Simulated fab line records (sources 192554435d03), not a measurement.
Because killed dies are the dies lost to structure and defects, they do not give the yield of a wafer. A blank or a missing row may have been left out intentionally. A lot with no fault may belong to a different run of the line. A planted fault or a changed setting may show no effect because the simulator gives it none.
Split-lot experiment | flow n5-finfet | route with 1938 steps; 7 lots, 21 wafers read

SPLIT DETAILS
At N5_BEOL_M8_TRENCH_ETCH_37 (etches SiCOH lowk in C4F6/O2, target depth 93.478 nm, time 31.2 s), the setting bias-w was moved away from the recipe's 185 W on 7 of the 21 wafers read, by -7.4% to +13.4%. For the rest of the wafers, this setting stayed at what the recipe calls for.

FROM THE SPLIT TO THE READING: what the file shows between them, 2 steps
- N5_BEOL_M8_ETCH_41: etches SiCN in CH3F/O2, target depth 31.9 nm, time 57.8 s
- N5_BEOL_M8_STRIP_80: strips in N2/H2, time 10 s

THE READING
trench-depth-nm, in nm, at N5_BEOL_M8_OCD_MEAS_38. Fault-free wafers of this fab line usually give 93.1 nm, standard deviation 1.3 nm.

wafer  | tool, chamber at the split | bias-w as run, W | against the recipe | trench-depth-nm, nm | against lot-mates on the recipe
L074.3 | rie-diel-01, 2             | 171.3            | -7.4%              | 91.1                | -1.9
L074.4 | rie-diel-01, 0             | 185              | recipe             | 92.9                | -
L074.6 | rie-diel-01, 1             | 185              | recipe             | 93.0                | -
L076.4 | rie-diel-01, 3             | 185              | recipe             | 94.2                | -
L076.5 | rie-diel-01, 2             | 185              | recipe             | 93.1                | -
L076.6 | rie-diel-01, 1             | 201.1            | +8.7%              | 96.5                | +2.8
L079.3 | rie-diel-01, 3             | 185              | recipe             | 94.0                | -
L079.5 | rie-diel-01, 3             | 185              | recipe             | 94.1                | -
L079.6 | rie-diel-01, 0             | 185              | recipe             | 92.3                | -
L085.1 | rie-diel-03, 3             | 185              | recipe             | 90.1                | -
L085.2 | rie-diel-03, 1             | 209.8            | +13.4%             | 96.7                | +6.6
L085.6 | rie-diel-03, 0             | 209.8            | +13.4%             | 97.7                | +7.6
L093.4 | rie-diel-03, 0             | 185              | recipe             | 93.9                | -
L093.5 | rie-diel-03, 0             | 185              | recipe             | 92.4                | -
L093.6 | rie-diel-03, 1             | 185              | recipe             | 92.1                | -
L095.1 | rie-diel-05, 2             | 193.5            | +4.6%              | 94.7                | -0.6
L095.2 | rie-diel-05, 3             | 185              | recipe             | 96.0                | -
L095.3 | rie-diel-05, 0             | 185              | recipe             | 94.6                | -
L096.4 | rie-diel-05, 1             | 185              | recipe             | 94.1                | -
L096.5 | rie-diel-05, 1             | 176              | -4.9%              | 92.4                | -1.7
L096.6 | rie-diel-05, 2             | 176              | -4.9%              | 92.2                | -1.9

THE FIT
A straight line over all 21 wafers: trench-depth-nm changes by +0.291 nm for each +1% of bias-w; r = +0.79; the points scatter about the line by 1.2 nm.
The same after taking each lot's own level away (the mean of its wafers on the recipe; 21 wafers): +0.434 nm for each +1%; r = +0.92; scatter 1 nm.
According to that fit, moving bias-w by its largest amount changes the reading by 5.8 nm.
Measured against the standard deviation above, the lots' own levels, which go from 90.10 to 95.30 nm, span 4.0 times it.
So the lot-to-lot level blurs the effect unless lot-mates are compared.
Check: +5.51 nm against its lot-mates is what the line predicts for one of the wafers moved furthest among these (+13.4%) when that wafer is left out of the fit. It came out at +6.6 nm against them.
Tool readings at the split's step, against how far the setting was moved: rf-vpp-V r = +0.95.

OTHER SPLITS ON THESE WAFERS
Other splits were also applied to these wafers ahead of the reading. Each is held against what the fit with the lots' levels taken away leaves over:
other split on the same wafers | wafers away from the commonest value | r with trench-depth-nm (lot level and that fit taken away)
N5_BEOL_M8_EXPOSE_08 dose-mj   | 4                                    | -0.16

THE WHOLE CHAIN: every reading that the file lists as answering this split, in the file's order
step                      | what it does                                                      | reading         | change (the file's fit)               | r (the file's)
N5_BEOL_M8_TRENCH_ETCH_37 | etches SiCOH lowk in C4F6/O2, target depth 93.478 nm, time 31.2 s | rf-vpp-V        | +5.32 V for each +1% of the setting   | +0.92
N5_BEOL_M8_OCD_MEAS_38    |                                                                   | trench-depth-nm | +0.395 nm for each +1% of the setting | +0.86

FILE'S OWN FIT
trench-depth-nm changes by +0.395 nm for each +1% of bias-w, r = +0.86.
